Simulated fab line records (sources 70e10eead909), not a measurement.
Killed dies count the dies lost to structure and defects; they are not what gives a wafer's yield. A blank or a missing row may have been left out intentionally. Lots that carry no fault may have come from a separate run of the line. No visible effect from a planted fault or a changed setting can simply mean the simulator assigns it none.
fab line records -- flow nand-harc
[record] lots = 6, wafers = 18, last-day = 24
route steps=1159 shown A_CONTACT@957 A_BLC@964 END@1159
lots untouched by any fault: they come from a run of this same line in which no faults occurred
start-h: hours from the record's first day to the start of the lot's first wafer shown -- wait-h: how many hours have passed since the lot's step before this one -- " the same as in the row above -- L1.1+2: one row covering several wafers at once -- - no value, or no start given -- * or withheld: withheld -- < > ~ a bound
route shown NAME@n: names a module that has steps shown in the file, with the first one's number in the route -- usual: mean/standard deviation of fault-free wafers -- same: alike in all rows -- chamber/n: place in a boat -- sites: per-site readings -- _std_site: their standard deviation -- _edge_site: outer sites' mean less inner sites' -- radius-mm: for every site, how far away it sits from the centre of the wafer -- mask NAME#n: copy n -- behind: the tool/chamber that last shaped the wafer -- hold: reason for holding the lot/hours on hold/outcome of the hold -- device: names the non-switching transistor (n, p or np) -- end of line: tests run on the same wafers once the route is complete -- a step without rows: its recipe alone -- killed: not the wafer's yield, but the dies lost to structure and defects at the first sort -- map: a wafer's dies, x killed, . not, _ none there
set.NAME: the run value of the setting; set.NAME@STEP: its run value at that earlier step -- model.NAME: the simulator's own value behind a step, which no gauge read
lots at some steps of the route; a table a step, a row a wafer
services: a tool's chamber out of use, with start hour (start-h, from the record's first day; less than 0 if before it), hours out, and reason
[[steps]]
[step NHARC_A_CONTACT_STRIP_27]
[recipe] time-s = 600, temp-c = 30, chemistry = post-etch-residue-remover
[step NHARC_A_CONTACT_ALD_18]
[recipe] target-thk-a = 30, pulse-time-s = 1, ald-cycles = 150, temp-c = 450, material = TiN
[usual] heater-power-w = 1066/120, precursor-pulse-height-rel = 0.997/0.02
lot.wafer,tool,chamber,start-h,wait-h,heater-power-w,precursor-pulse-height-rel
L802.4,ald-metal-03,0,385.13,-,1110,1.026
L802.5,ald-metal-03,1,385.13,-,1039,1.024
L802.6,ald-metal-03,2,385.13,-,980,0.985
L807.1,ald-metal-02,0,418.82,-,1104,1.016
L807.4,ald-metal-02,1,418.82,-,1247,0.987
L807.3,ald-metal-02,2,418.82,-,1084,0.998
L816.1,ald-metal-03,0,480.97,-,1085,0.973
L816.4,ald-metal-03,1,480.97,-,1041,1.023
L816.2,ald-metal-03,3,480.97,-,888,1.034
L821.4,ald-metal-02,1,492.63,-,1259,1.004
L821.2,ald-metal-02,3,492.63,-,1063,1.025
L821.5,ald-metal-02,2,492.63,-,1086,0.989
L823.2,ald-metal-03,0,522.59,-,1106,1.012
L823.4,ald-metal-03,1,522.59,-,1027,0.999
L823.1,ald-metal-03,2,522.59,-,985,1.017
L824.3,ald-metal-04,2,522.70,-,1063,1.020
L824.4,ald-metal-04,3,522.70,-,1265,1.027
L824.2,ald-metal-04,1,522.70,-,895,1.003
[step NHARC_A_CONTACT_CVD_19]
[recipe] target-thk-a = 3000, temp-c = 300, pressure-torr = 40, wf6-flow-sccm = 40, h2-flow-sccm = 1600, ar-flow-sccm = 1560, time-s = 802, material = W
[usual] heater-power-w = 477/17, mfc-h2-sccm = 1599/5.2, throttle-valve-pct = 8.1/0.31
lot.wafer,tool,chamber,start-h,wait-h,heater-power-w,mfc-h2-sccm,throttle-valve-pct
L802.4,cvd-w-02,0,-,-,460,1592,8.0
L802.5,cvd-w-02,1,-,-,488,1603,8.0
L802.6,cvd-w-02,0,-,-,461,1595,8.1
L807.1,cvd-w-02,1,-,-,513,1593,7.8
L807.3,cvd-w-02,0,-,-,474,1603,7.8
L807.4,cvd-w-02,1,-,-,484,1600,8.3
L816.2,cvd-w-02,0,-,-,471,1590,8.2
L816.1,cvd-w-02,1,-,-,507,1597,8.3
L816.4,cvd-w-02,0,-,-,469,1593,8.1
L821.2,cvd-w-01,1,-,-,491,1594,8.6
L821.4,cvd-w-01,1,-,-,471,1599,8.4
L821.5,cvd-w-01,1,-,-,476,1598,8.4
L823.1,cvd-w-01,0,-,-,481,1596,7.8
L823.2,cvd-w-01,1,-,-,493,1597,8.6
L823.4,cvd-w-01,1,-,-,498,1596,8.5
L824.2,cvd-w-01,0,-,-,468,1598,7.3
L824.3,cvd-w-01,1,-,-,489,1597,8.5
L824.4,cvd-w-01,0,-,-,470,1602,7.5
[step NHARC_A_CONTACT_CMP_20]
[recipe] t-overpolish-s = 30, target-thk-nm = 300
[usual] motor-current-A = 11.2/1.2, overpolish-run-s = 30.000/0.0089, time-to-endpoint-s = 59/3.8
lot.wafer,tool,chamber,start-h,wait-h,motor-current-A,overpolish-run-s,time-to-endpoint-s
L802.4,cmp-03,0,390.01,0.4,12.3,29.996,56
L802.5,cmp-03,0,390.01,0.4,11.9,30.002,55
L802.6,cmp-03,1,390.01,0.4,10.2,29.993,58
L807.4,cmp-03,1,419.96,0.4,10.2,30.010,57
L807.1,cmp-03,2,419.96,0.4,8.6,29.984,57
L807.3,cmp-03,3,419.96,0.4,12.2,30.006,60
L816.4,cmp-04,0,484.53,0.5,11.2,30.001,57
L816.2,cmp-04,1,484.53,0.5,10.2,30.002,62
L816.1,cmp-04,3,484.53,0.5,12.1,30.007,58
L821.4,cmp-03,2,497.90,0.5,8.9,30.006,60
L821.2,cmp-03,0,497.90,0.5,11.9,30.006,56
L821.5,cmp-03,3,497.90,0.5,11.8,29.996,63
L823.2,cmp-03,1,523.68,0.7,10.2,30.000,61
L823.4,cmp-03,3,523.68,0.7,12.0,29.984,59
L823.1,cmp-03,0,523.68,0.7,12.5,30.001,54
L824.2,cmp-04,1,524.46,0.7,9.5,30.004,68
L824.4,cmp-04,2,524.46,0.7,11.5,29.999,60
L824.3,cmp-04,3,524.46,0.7,12.8,29.996,65
[step NHARC_A_CONTACT_SRD_22]
[step NHARC_A_CONTACT_INSPECT_23]
[usual] raw-defect-count = 394/92
lot.wafer,tool,chamber,start-h,wait-h,raw-defect-count
L802.4,defect-inspect-01,-,390.42,0.1,267
L802.5,defect-inspect-01,-,390.42,0.1,458
L802.6,defect-inspect-01,-,390.42,0.1,277
L807.1,defect-inspect-02,-,420.34,0.1,433
L807.3,defect-inspect-02,-,420.34,0.1,268
L807.4,defect-inspect-02,-,420.34,0.1,278
L816.1,defect-inspect-02,-,484.94,0.1,350
L816.2,defect-inspect-02,-,484.94,0.1,467
L816.4,defect-inspect-02,-,484.94,0.1,396
L821.2,defect-inspect-02,-,498.30,0.1,396
L821.4,defect-inspect-02,-,498.30,0.1,345
L821.5,defect-inspect-02,-,498.30,0.1,539
L823.1,defect-inspect-01,-,524.08,0.1,262
L823.2,defect-inspect-01,-,524.08,0.1,266
L823.4,defect-inspect-01,-,524.08,0.1,366
L824.2,defect-inspect-01,-,524.84,0.1,600
L824.3,defect-inspect-01,-,524.84,0.1,510
L824.4,defect-inspect-01,-,524.84,0.1,389
[step NHARC_A_BLC_DEHYDRATE_00]
[recipe] temp-c = 150, time-s = 120
[step NHARC_A_BLC_HMDS_01]
[recipe] time-s = 30
[step NHARC_A_BLC_COAT_02]
[recipe] temp-c = 260, time-s = 75
[step NHARC_A_BLC_COAT_03]
[recipe] temp-c = 225, time-s = 65
[step NHARC_A_BLC_COAT_04]
[recipe] spin-rpm = 1500, resist-thk-nm = 90
[step NHARC_A_BLC_SOFTBAKE_05]
[recipe] temp-c = 105, time-s = 55
[usual] heater-power-total-W = 188.45/0.12, resist-line-temp-C = 22.99/0.1
lot.wafer,tool,chamber,start-h,wait-h,heater-power-total-W,resist-line-temp-C
L802.4,litho-track-04,0,390,-,188.48,22.99
L802.5,litho-track-04,0,390,-,188.50,23.02
L802.6,litho-track-04,0,390,-,188.48,22.98
L807.1,litho-track-06,0,420,-,188.43,22.95
L807.3,litho-track-06,0,420,-,188.41,23.02
L807.4,litho-track-06,0,420,-,188.70,23.04
L816.1,litho-track-04,0,485,-,202.28,23.03
L816.2,litho-track-04,0,485,-,202.20,22.91
L816.4,litho-track-04,0,485,-,202.32,22.88
L821.2,litho-track-04,0,498,-,202.16,23.20
L821.4,litho-track-04,0,498,-,202.20,23.06
L821.5,litho-track-04,0,498,-,202.09,22.98
L823.1,litho-track-01,0,524,-,188.48,22.86
L823.2,litho-track-01,0,524,-,188.31,23.03
L823.4,litho-track-01,0,524,-,188.34,23.02
L824.2,litho-track-01,0,524,-,188.53,23.04
L824.3,litho-track-01,0,524,-,188.37,23.13
L824.4,litho-track-01,0,524,-,188.46,23.11
[step NHARC_A_BLC_EBR_06]
[step NHARC_END_SORT_01]
[recipe] temp-c = 25
[usual] killed-at-array = 26/10, killed-at-other = 0.5/0.87, killed-at-periphery = 3.0/2.5, killed-dies = 29/11, killed-open = 3.3/1.9, killed-short = 1.8/1.5
[same] gross-dies = 677
lot.wafer,tool,chamber,start-h,wait-h,killed-at-array,killed-at-other,killed-at-periphery,killed-dies,killed-open,killed-short
L816.1,prober-02,0,534.24,2.5,31,1,5,37,3,3
L816.2,prober-02,0,535.03,2.8,15,0,4,19,2,2
L816.4,prober-02,0,536.60,3.4,34,1,6,41,4,3
L823.1,prober-01,0,574.35,2.5,21,1,5,27,1,0
L823.2,prober-01,0,575.16,2.8,15,3,4,22,4,1
L823.4,prober-01,0,576.79,3.4,21,2,4,27,1,1
// killed by level:class
L816.1 A_CHANNEL_HOLE_D1:chamber-film-flake=21 A_STAIRCASE:chamber-film-flake=3 A_CHANNEL_FILL_D1:geometric-particle:short=2 P_STI:chamber-film-flake=2 A_CONTACT:chamber-film-flake=2 P_GATE:geometric-particle:open=1 P_M0:geometric-particle:open=1 A_CHANNEL_FILL_D1:geometric-particle:open=1
L816.2 A_CHANNEL_HOLE_D1:chamber-film-flake=10 P_GATE:chamber-film-flake=2 A_ONON_D1:geometric-particle:short=1 A_WL_FILL:geometric-particle:short=1 A_WL_FILL:geometric-particle:open=1 A_M0:geometric-particle:open=1 P_ZERO_WELL:chamber-film-flake=1 P_BONDPAD:chamber-film-flake=1
L816.4 A_CHANNEL_HOLE_D1:chamber-film-flake=22 A_STAIRCASE:chamber-film-flake=3 A_CONTACT:chamber-film-flake=3 P_GATE:chamber-film-flake=2 P_GATE:geometric-particle:short=1 P_M0:geometric-particle:open=1 A_ONON_D1:geometric-particle:open=1 A_CHANNEL_FILL_D1:geometric-particle:short=1
L823.1 A_CHANNEL_HOLE_D1:chamber-film-flake=8 A_CONTACT:chamber-film-flake=7 P_M2:chamber-film-flake=4 A_STAIRCASE:chamber-film-flake=2 A_CONTACT:geometric-particle:open=1 P_GATE:chamber-film-flake=1 A_SLIT:chamber-film-flake=1 A_WL_FILL:chamber-film-flake=1
L823.2 A_CHANNEL_HOLE_D1:chamber-film-flake=7 A_STAIRCASE:chamber-film-flake=3 THIN_TSV:chamber-film-flake=3 P_GATE:geometric-particle:open=1 A_SOURCE_PLATE:geometric-particle:open=1 A_CHANNEL_FILL_D1:geometric-particle:short=1 A_CHANNEL_FILL_D1:geometric-particle:open=1 A_SGD_CUT:geometric-particle:open=1
L823.4 A_CONTACT:chamber-film-flake=7 A_CHANNEL_HOLE_D1:chamber-film-flake=6 A_STAIRCASE:chamber-film-flake=5 P_M2:chamber-film-flake=3 THIN_TSV:chamber-film-flake=2 P_M0:geometric-particle:open=1 A_WL_FILL:geometric-particle:short=1 A_WL_FILL:chamber-film-flake=1
[[services]]
tool,chamber,start-h,hours,kind
ald-metal-02,-,364.00,10.0,pm
cmp-03,-,372.80,4.0,pm
cvd-w-02,-,376.13,13.0,pm
cmp-03,-,376.80,-,consumable-replace:conditioner
cmp-03,-,376.80,-,consumable-replace:pad
cmp-04,-,384.99,0.7,repair
ald-metal-03,-,392.60,0.9,repair
cmp-04,-,399.00,4.0,pm
ald-metal-04,-,406.00,10.0,pm
litho-track-01,-,443.00,7.0,pm
cmp-04,-,452.92,13.5,repair
cvd-w-02,1,463.82,11.1,repair
cmp-04,-,466.56,0.3,repair
litho-track-06,-,467.00,7.0,pm
cmp-03,-,470.80,4.0,pm
cmp-04,-,474.20,1.1,repair
cmp-03,-,474.80,-,consumable-replace:conditioner
cmp-03,-,474.80,-,consumable-replace:pad
cvd-w-01,-,479.25,13.0,pm
litho-track-04,-,491.00,7.0,pm
cmp-04,-,497.07,4.0,pm
ald-metal-03,-,500.00,10.0,pm
cvd-w-01,-,500.42,1.0,repair
ald-metal-02,3,510.55,10.4,repair
[[key]]
[first-sign] step = NHARC_A_BLC_SOFTBAKE_05, reading = heater-power-total-W, direction = up, sigmas = 99+, usual = *, struck = *
effect none on later readings
met-at NHARC_A_BLC_SOFTBAKE_05
struck-wafers L816.1,L816.2,L816.4,L821.2,L821.4,L821.5
tester-left-out L816,L821
onset-between 390 485
[fault] kind = process-parameter-drift, tool = litho-track-04, chamber = -, onset-h = 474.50, steps = NHARC_A_BLC_SOFTBAKE_05, channel = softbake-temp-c, offset = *, shape = step, end-h = 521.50, acts-in = *, stated = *
// tester-left-out: of these lots the tester's yield and bins aren't shown, on N5 and GAA mostly nor the transistor test; their killed dies are dies lost to structure and defects alone, not to doping, threshold or leakage, so they don't give the yield
